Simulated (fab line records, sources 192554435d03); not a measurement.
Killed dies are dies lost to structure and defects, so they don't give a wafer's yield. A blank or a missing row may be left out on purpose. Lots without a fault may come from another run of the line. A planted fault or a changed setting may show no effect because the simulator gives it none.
fab line records | flow n5_finfet
record lots=8 wafers=24 last_day=18
route steps=1938 shown GATE_CUT@469 BEOL_M4@1111
lots that met no fault: from a run of the same line without faults
start_h: hours from the record's first day to the start of the lot's first wafer shown | wait_h: hours since the lot's step before | " the same as in the row above | L1.1+2: a row that stands for several wafers | - no value, or no start given | * or withheld: withheld | < > ~ a bound
route shown NAME@n: a module of which the file shows steps, and the number in the route of the first | usual: mean/standard deviation of fault-free wafers | same: alike in all rows | chamber/n: place in a boat | sites: the reading at each site | _std_site: their standard deviation | _edge_site: outer sites' mean less inner sites' | radius_mm: how far each site lies from the wafer's centre | mask NAME#n: copy n | behind: the tool/chamber that last shaped the wafer | hold: why the lot was held/for how many hours/how that ended | device: the transistor (n, p or np) that didn't switch | end of line: the same wafers' tests at the end of the route | a step without rows: its recipe alone | killed: dies lost to structure and defects at the first sort, not the wafer's yield | map: a wafer's dies, x killed, . not, _ none there
set.NAME: the setting as run; set.NAME@STEP: as run at that earlier step | model.NAME: the simulator's own value behind a step, which no gauge read
steps of the route over a sample of lots; a table a step, a row a wafer
services: from which hour (start_h, from the record's first day; less than 0 if before it) a tool's chamber was out of use, for how many hours, and why
## steps
# step N5_GATE_CUT_ETCH_58
# recipe chemistry=CH3F/O2 target=SiNx target_depth_a=170 time_s=128.6 ion_energy_ev=50 pressure_mtorr=30 source_w=415 bias_w=21 Ar_flow_sccm=150 CH3F_flow_sccm=30 O2_flow_sccm=20
# usual CH3F_flow_sccm=29.99/0.08 bias_w=21.01/0.061 drypump_motor_current_A=5.7/0.38 oes_product_au=0.76/0.072 rf_vpp_V=99.2/0.82 showerhead_plenum_p_Torr=2.01/0.066 throttle_valve_pct=16.39/0.2
# same time_s=128.6
# columns lot.wafer tool chamber start_h wait_h CH3F_flow_sccm bias_w drypump_motor_current_A oes_product_au rf_hours_counter_h rf_vpp_V showerhead_plenum_p_Torr throttle_valve_pct
L957.1 rie_diel-06 2 104.57 0.1 30.11 20.99 5.9 0.73 178 98.6 2.08 16.38
L957.2 " 0 " " 30.09 21.07 5.8 0.71 219 99.2 2.06 16.23
L957.5 " 0 " " 30.01 21.07 5.7 0.71 - 100.1 2.06 16.22
L958.2 rie_diel-05 3 110.06 0.1 29.92 20.97 5.7 0.86 65 97.8 1.94 15.99
L958.4 " 1 " " 30.03 21.06 5.5 0.73 164 100.0 1.91 16.40
L958.5 " 1 " " 30.07 20.99 5.5 0.74 - 97.8 1.91 16.41
L959.1 rie_diel-04 2 115.72 0.0 29.97 20.90 6.5 0.65 283 98.4 1.96 16.85
L959.3 " 0 " " 29.93 21.07 5.6 0.87 38 99.1 1.96 16.26
L959.5 " 0 " " 29.96 21.00 5.6 0.87 - 99.6 1.96 16.27
L962.3 rie_diel-06 1 133.82 0.0 29.98 21.02 5.8 0.74 138 99.9 1.92 16.48
L962.5 " 3 " " 30.03 20.96 5.2 0.76 - 99.8 2.09 16.17
L962.6 " 2 " " 30.08 20.98 5.9 0.73 - 100.1 2.07 16.41
L969.3 rie_diel-06 3 175.26 0.0 29.94 20.99 5.2 0.76 160 99.8 2.08 16.19
L969.5 " 3 " " 29.91 20.99 5.2 0.75 - 100.3 2.08 16.19
L969.6 " 0 " " 29.98 20.95 5.7 0.70 - 99.1 2.05 16.28
L971.4 rie_diel-05 2 192.63 0.2 29.90 21.00 5.1 0.86 54 100.0 2.03 16.21
L971.5 " 1 " " 29.94 21.01 5.5 0.72 - 98.6 1.90 16.43
L971.6 " 0 " " 30.03 20.97 6.0 0.72 - 99.3 2.07 16.76
L975.1 rie_diel-06 3 213.60 0.0 30.05 21.05 5.2 0.75 173 100.3 2.08 16.20
L975.5 " 2 " " 29.91 21.05 5.9 0.71 - 99.9 2.07 16.46
L975.6 " 3 " " 29.95 20.99 5.2 0.75 - 97.4 2.08 16.20
L976.1 rie_diel-06 3 215.65 0.0 30.05 21.02 5.2 0.74 174 99.9 2.08 16.21
L976.3 " 2 " " 30.03 20.99 5.9 0.71 213 97.9 2.07 16.45
L976.5 " 1 " " 30.06 20.90 5.8 0.72 - 99.5 1.91 16.51
# step N5_GATE_CUT_ETCH_36
# recipe chemistry=CF4 target=SiARC target_depth_a=130 mask_material=CAR-EUV time_s=21.7 ion_energy_ev=80 pressure_mtorr=40 source_w=545 bias_w=36 Ar_flow_sccm=100 cf4_flow_sccm=100 ends=cleared
# usual bias_w=36.01/0.12 drypump_motor_current_A=5.7/0.4 etch_rf_on_time_s=21.7/0.32 oes_product_au=0.65/0.07 rf_vpp_V=184.0/0.98 showerhead_plenum_p_Torr=2.14/0.064 throttle_valve_pct=15.71/0.24
# columns lot.wafer tool chamber start_h wait_h bias_w drypump_motor_current_A etch_rf_on_time_s oes_product_au rf_hours_counter_h rf_vpp_V showerhead_plenum_p_Torr throttle_valve_pct
L957.1 rie_diel-06 0 108.07 0.0 35.99 5.7 21.4 0.61 220 183.1 2.20 15.53
L957.2 " 1 " " 35.94 5.8 21.9 0.64 129 184.9 2.06 15.75
L957.5 " 0 " " 36.14 5.8 21.4 0.62 - 185.6 2.20 15.53
L958.2 rie_diel-05 3 113.89 0.0 35.91 5.6 21.5 0.74 65 184.0 2.09 15.32
L958.4 " 1 " " 36.02 5.5 21.6 0.62 165 182.6 2.05 15.70
L958.5 " 0 " " 35.93 6.0 22.1 0.62 - 185.1 2.22 16.01
L959.1 rie_diel-06 3 119.16 0.0 35.85 5.2 21.6 0.66 145 183.8 2.23 15.46
L959.3 " 2 " " 36.06 5.9 21.7 0.63 181 186.8 2.22 15.71
L959.5 " 2 " " 36.10 5.9 21.9 0.63 - 184.9 2.22 15.72
L962.3 rie_diel-04 2 137.84 0.0 35.85 6.5 21.8 0.55 292 183.1 2.10 16.19
L962.5 " 1 " " 35.92 5.9 21.7 0.58 - 184.1 2.21 15.79
L962.6 " 2 " " 35.98 6.5 21.9 0.55 - 183.3 2.10 16.20
L969.3 rie_diel-05 1 178.72 0.0 36.13 5.5 21.7 0.61 185 182.6 2.04 15.74
L969.5 " 2 " " 36.03 5.1 21.7 0.74 - 183.2 2.17 15.50
L969.6 " 3 " " 36.06 5.7 21.6 0.72 - 184.4 2.08 15.36
L971.4 rie_diel-05 1 196.05 0.0 36.11 5.5 21.6 0.61 190 183.3 2.04 15.75
L971.5 " 2 " " 36.05 5.1 21.7 0.75 - 183.8 2.17 15.51
L971.6 " 3 " " 35.96 5.7 21.7 0.70 - 183.6 2.08 15.36
L975.1 rie_diel-05 3 217.03 0.0 35.94 5.6 21.7 0.70 97 183.3 2.08 15.37
L975.5 " 1 " " 35.96 5.5 21.4 0.60 - 183.1 2.04 15.79
L975.6 " 2 " " 36.10 5.1 21.7 0.73 - 183.8 2.17 15.54
L976.1 rie_diel-05 2 219.73 0.0 36.04 5.1 21.7 0.73 63 182.6 2.17 15.53
L976.3 " 0 " " 36.12 6.0 22.3 0.60 205 185.0 2.21 16.06
L976.5 " 3 " " 36.00 5.6 21.5 0.71 - 182.2 2.08 15.38
# step N5_GATE_CUT_CUT_ETCH_53
# recipe chemistry=SF6/Cl2 target=W mask_material=SiO2 target_depth_a=792 pressure_mtorr=8 icp_w=900 bias_w=80 SF6_flow_sccm=40 Cl2_flow_sccm=60 ends=cleared
# usual bias_w=79.96/0.25 drypump_motor_current_A=5.6/0.51 etch_rf_on_time_s=26.1/0.31 mfc_cl2_sccm=60.01/0.17 oes_product_au=0.67/0.1 throttle_valve_pct=28.98/0.22
# columns lot.wafer tool chamber start_h wait_h bias_w drypump_motor_current_A etch_rf_on_time_s mfc_cl2_sccm oes_product_au rf_hours_counter_h throttle_valve_pct
L957.1 rie_metal-01 0 108.41 0.1 79.82 5.5 26.6 59.96 0.53 139 29.30
L957.2 " 1 " " 80.24 6.2 25.9 60.10 0.77 23 29.13
L957.5 " 0 " " 79.52 5.5 26.7 60.06 0.53 - 29.30
L958.2 rie_metal-02 1 114.23 0.1 79.77 6.2 26.6 59.97 0.59 90 29.15
L958.4 " 0 " " 80.06 4.8 26.3 59.82 0.60 - 28.70
L958.5 " 0 " " 80.12 4.8 26.2 60.11 0.59 - 28.70
L959.1 rie_metal-02 1 119.50 0.1 80.23 6.2 26.2 60.10 0.59 91 29.13
L959.3 " 0 " " 80.18 4.8 25.8 60.12 0.59 - 28.71
L959.5 " 0 " " 80.23 4.8 26.0 60.11 0.60 - 28.70
L962.3 rie_metal-02 1 138.20 0.1 80.10 6.2 26.3 60.27 0.59 - 29.15
L962.5 " 1 " " 79.79 6.2 26.4 60.06 0.59 - 29.14
L962.6 " 0 " " 79.80 4.8 26.0 60.04 0.59 - 28.72
L969.3 rie_metal-02 1 179.08 0.1 79.69 6.2 32.3 60.05 0.52 - 29.13
L969.5 " 1 " " 79.86 6.2 32.1 59.99 0.52 - 29.12
L969.6 " 0 " " 79.98 4.8 26.2 60.12 0.58 - 28.71
L971.4 rie_metal-02 0 196.41 0.1 80.13 4.8 26.0 60.03 0.58 - 28.71
L971.5 " 1 " " 79.90 6.1 31.9 60.15 0.53 - 29.12
L971.6 " 0 " " 79.87 4.8 26.2 60.25 0.58 - 28.72
L975.1 rie_metal-01 1 217.37 0.1 79.64 6.2 25.8 60.26 0.75 32 29.17
L975.5 " 1 " " 79.64 6.2 25.9 60.22 0.75 - 29.16
L975.6 " 0 " " 80.25 5.6 26.2 59.98 0.85 - 29.01
L976.1 rie_metal-01 1 220.07 0.1 79.65 6.2 25.5 60.08 0.76 32 29.15
L976.3 " 1 " " 79.80 6.2 25.5 60.11 0.76 - 29.17
L976.5 " 0 " " 80.09 5.5 26.2 60.07 0.84 - 29.02
# step N5_GATE_CUT_STRIP_21
# recipe chemistry=N2/H2 time_s=30 power_w=1000 temp_c=250 pressure_mtorr=withheld n2_flow_sccm=1750 h2_flow_sccm=3250
# usual drypump_motor_current_A=5.89/0.13 heater_power_w=345/24
# same time_s=30
# columns lot.wafer tool chamber start_h wait_h drypump_motor_current_A heater_power_w rf_hours_counter_h
L957.1 plasma_asher-01 0 108.70 0.0 5.98 317 100
L957.2 " 1 " " 5.97 368 100
L957.5 " 0 " " 5.99 319 -
L958.2 plasma_asher-01 1 114.52 0.0 5.99 379 101
L958.4 " 0 " " 5.99 331 -
L958.5 " 0 " " 6.00 327 -
L959.1 plasma_asher-02 0 119.79 0.0 5.67 342 42
L959.3 " 1 " " 5.93 320 -
L959.5 " 1 " " 5.93 321 -
L962.3 plasma_asher-02 0 138.49 0.1 5.64 352 -
L962.5 " 0 " " 5.67 345 -
L962.6 " 1 " " 5.91 321 -
L969.3 plasma_asher-01 1 179.37 0.1 6.01 381 -
L969.5 " 0 " " 5.99 326 -
L969.6 " 1 " " 6.00 372 -
L971.4 plasma_asher-01 0 196.70 0.1 6.00 329 -
L971.5 " 1 " " 5.99 395 -
L971.6 " 0 " " 5.97 330 -
L975.1 plasma_asher-01 1 217.66 0.0 6.01 376 123
L975.5 " 0 " " 5.96 327 -
L975.6 " 1 " " 6.02 383 -
L976.1 plasma_asher-02 0 220.36 0.0 5.63 343 59
L976.3 " 0 " " 5.65 340 -
L976.5 " 1 " " 5.90 328 -
# step N5_BEOL_M4_RC_MEAS_101
# usual DIBL_N=36.4/1.2 DIBL_P=36.1/1.6 IOFF_N=0.156/0.024 IOFF_P=0.21/0.031 ION_N=674/11 ION_P=463/6.9 SS_N=71.5/0.5 SS_P=73.2/0.55 VT_N=250.0/2.9 VT_P=-250/3.6
# columns lot.wafer tool chamber start_h wait_h DIBL_N[mV/V] DIBL_P[mV/V] IOFF_N[nA/um] IOFF_P[nA/um] ION_N[uA/um] ION_P[uA/um] SS_N[mV/dec] SS_P[mV/dec] VT_N[mV] VT_P[mV]
L957.1 prober-02 0 189.00 0.0 37.3 39.6 0.204 0.26 698 473 72.3 73.9 245.0 -250
L957.2 " 0 " " 35.2 37.1 0.160 0.22 669 459 71.4 73.7 249.5 -248
L957.5 " 0 " " 36.6 38.4 0.183 0.24 676 461 71.8 73.5 247.5 -250
L959.1 prober-01 0 191.95 0.0 36.8 35.8 0.182 0.28 676 470 71.2 73.6 250.4 -245
L959.3 " 0 " " 38.0 36.4 0.195 0.28 683 467 72.1 74.5 247.6 -242
L959.5 " 0 " " 37.1 36.3 0.185 0.29 681 471 71.8 73.5 247.4 -243
L958.2 prober-01 0 193.78 0.2 35.2 34.7 0.133 0.20 668 468 71.4 73.0 250.7 -249
L958.4 " 0 " " 35.9 36.4 0.144 0.22 671 468 72.3 73.8 251.6 -246
L958.5 " 0 " " 35.2 34.3 0.134 0.20 665 461 71.2 72.9 253.1 -250
L962.3 prober-02 0 222.35 0.3 39.1 38.8 0.219 0.26 698 476 72.2 73.5 243.5 -246
L962.5 " 0 " " 37.1 35.5 0.158 0.21 676 466 71.5 73.5 249.8 -249
L962.6 " 0 " " 38.8 38.1 0.207 0.25 698 471 71.7 73.9 244.3 -246
L969.3 prober-01 0 255.87 0.3 36.6 34.7 0.131 0.19 657 461 71.2 73.2 252.3 -251
L969.5 " 0 " " 37.2 35.6 0.152 0.19 670 458 71.5 73.2 250.9 -251
L969.6 " 0 " " 35.9 34.3 0.130 0.17 664 460 71.3 73.3 251.3 -252
L971.4 prober-01 0 283.16 0.5 33.6 34.5 0.101 0.16 653 455 70.5 73.0 258.6 -256
L971.5 " 0 " " 34.9 36.2 0.126 0.18 663 460 71.2 72.9 253.7 -254
L971.6 " 0 " " 34.4 35.3 0.112 0.17 657 457 70.8 72.4 257.3 -256
L975.1 prober-02 0 314.63 0.0 37.1 37.7 0.179 0.23 668 464 71.8 74.1 247.6 -249
L975.5 " 0 " " 36.2 36.1 0.154 0.20 657 455 71.2 73.4 252.0 -253
L975.6 " 0 " " 36.1 36.2 0.154 0.20 670 460 71.6 73.5 250.1 -253
L976.1 prober-01 0 314.74 0.0 35.8 35.8 0.156 0.19 678 464 71.4 73.8 248.1 -253
L976.3 " 0 " " 35.0 34.4 0.141 0.17 674 452 72.0 73.3 251.6 -255
L976.5 " 0 " " 35.1 34.8 0.140 0.17 681 464 71.5 72.8 248.5 -254
## services
# columns tool chamber start_h hours kind
rie_diel-06 3 81.36 10.5 repair
rie_diel-04 0 85.45 2.4 repair
rie_diel-05 0 105.22 2.4 repair
plasma_asher-01 - 132.90 0.6 repair
plasma_asher-02 - 139.38 4.3 pm
rie_metal-01 0 148.50 - clean
rie_metal-01 0 148.50 19.5 scheduled_down
rie_metal-01 0 148.50 19.5 vent_cycle
rie_diel-05 0 149.24 2.4 repair
rie_diel-04 0 150.26 5.2 repair
rie_diel-04 2 155.76 - clean
rie_diel-04 2 155.76 - consumable_replace:esc
rie_diel-04 2 155.76 - consumable_replace:focus_ring
rie_diel-04 2 155.76 18.5 scheduled_down
rie_diel-04 2 155.76 18.5 vent_cycle
rie_diel-06 1 175.19 8.7 repair
plasma_asher-02 - 189.71 1.6 repair
rie_diel-06 0 208.32 - clean
rie_diel-06 0 208.32 - consumable_replace:focus_ring
rie_diel-06 0 208.32 17.7 scheduled_down
rie_diel-06 0 208.32 17.7 vent_cycle
## key
first_sign step=N5_GATE_CUT_CUT_ETCH_53 reading=etch_rf_on_time_s direction=up sigmas=19 usual=* struck=*
effect none on later readings
met_at N5_GATE_CUT_CUT_ETCH_53
struck_lots L969,L971
struck_wafers L969.3,L969.5,L971.5
not_acting_at N5_GATE_CUT_ETCH_58,N5_GATE_CUT_ETCH_36,N5_GATE_CUT_STRIP_21
onset_between 138.20 179.08
fault kind=process_parameter_drift tool=rie_metal-02 chamber=- onset_h=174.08 steps=N5_GATE_CUT_CUT_ETCH_53 channel=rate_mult offset=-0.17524 shape=step end_h=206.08 scope=struck_wafers_only
